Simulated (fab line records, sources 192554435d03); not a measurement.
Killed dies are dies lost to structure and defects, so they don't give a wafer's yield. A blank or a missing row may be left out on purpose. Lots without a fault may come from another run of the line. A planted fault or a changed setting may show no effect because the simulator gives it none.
Chamber matching | flow n5_finfet | N5_BEOL_M8_CURE_75 on uv_cure-02: 3 sister chambers
The step cures SiCOH lowk, time 120 s. 16 wafers are shown with their chamber, then 8 later ones without.

WAFERS WITH THEIR CHAMBER
wafer  | chamber | wafer_temp_C_max | lamp_power_pct (%)
L080.1 | 1       | 371.6            | 52.33
L080.2 | 1       | 371.9            | 52.30
L080.6 | 1       | 371.6            | 52.22
L081.3 | 2       | 371.1            | 52.22
L081.5 | 2       | 370.7            | 52.38
L081.6 | 2       | 370.9            | 52.29
L082.1 | 0       | 372.0            | 52.38
L082.3 | 0       | 371.8            | 52.33
L082.6 | 0       | 371.5            | 52.28
L087.1 | 2       | 371.1            | 52.38
L087.3 | 2       | 370.6            | 52.28
L087.4 | 2       | 371.0            | 52.44
L088.1 | 0       | 371.4            | 52.27
L088.4 | 0       | 370.8            | 52.25
L088.5 | 0       | 371.0            | 52.29
L091.2 | 2       | 371.3            | 52.28

SIGNATURES (means of the wafers above)
reading          | chamber 0 | chamber 1 | chamber 2 | scatter within a chamber
wafer_temp_C_max | 371.417   | 371.700   | 370.957   | 0.336
lamp_power_pct   | 52.3000   | 52.2833   | 52.3243   | 0.064
Rule: a wafer's distance from a chamber is the root of the sum, over the readings, of the square of ((its reading less the chamber's mean) divided by the reading's scatter). The wafer belongs to the nearest chamber; if the next one is less than 2 further off, it can't be placed. The scatter: the root of (the sum of the squares of (reading less its chamber's mean) over the shown wafers, divided by (wafers less chambers)).

WAFERS WITHOUT THEIR CHAMBER
wafer  | wafer_temp_C_max | lamp_power_pct (%)
L091.4 | 371.2            | 52.41
L091.5 | 370.7            | 52.31
L096.1 | 370.9            | 52.38
L096.4 | 371.8            | 52.36
L096.5 | 371.0            | 52.33
L097.3 | 371.2            | 52.34
L097.4 | 371.8            | 52.26
L097.5 | 371.3            | 52.32

WHICH CHAMBER EACH WENT THROUGH
wafer  | from the rows above          | in truth
L091.4 | can't be placed: 2 or 0 or 1 | 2
L091.5 | can't be placed: 2 or 0      | 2
L096.1 | can't be placed: 2 or 0 or 1 | 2
L096.4 | can't be placed: 1 or 0 or 2 | 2
L096.5 | can't be placed: 2 or 0      | 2
L097.3 | can't be placed: 2 or 0 or 1 | 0
L097.4 | can't be placed: 1 or 0      | 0
L097.5 | can't be placed: 0 or 2 or 1 | 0
Placed correctly: 0 of 8. Can't be placed from these rows: 8 (the true chamber is among the candidates in 8). Placed wrongly: 0.
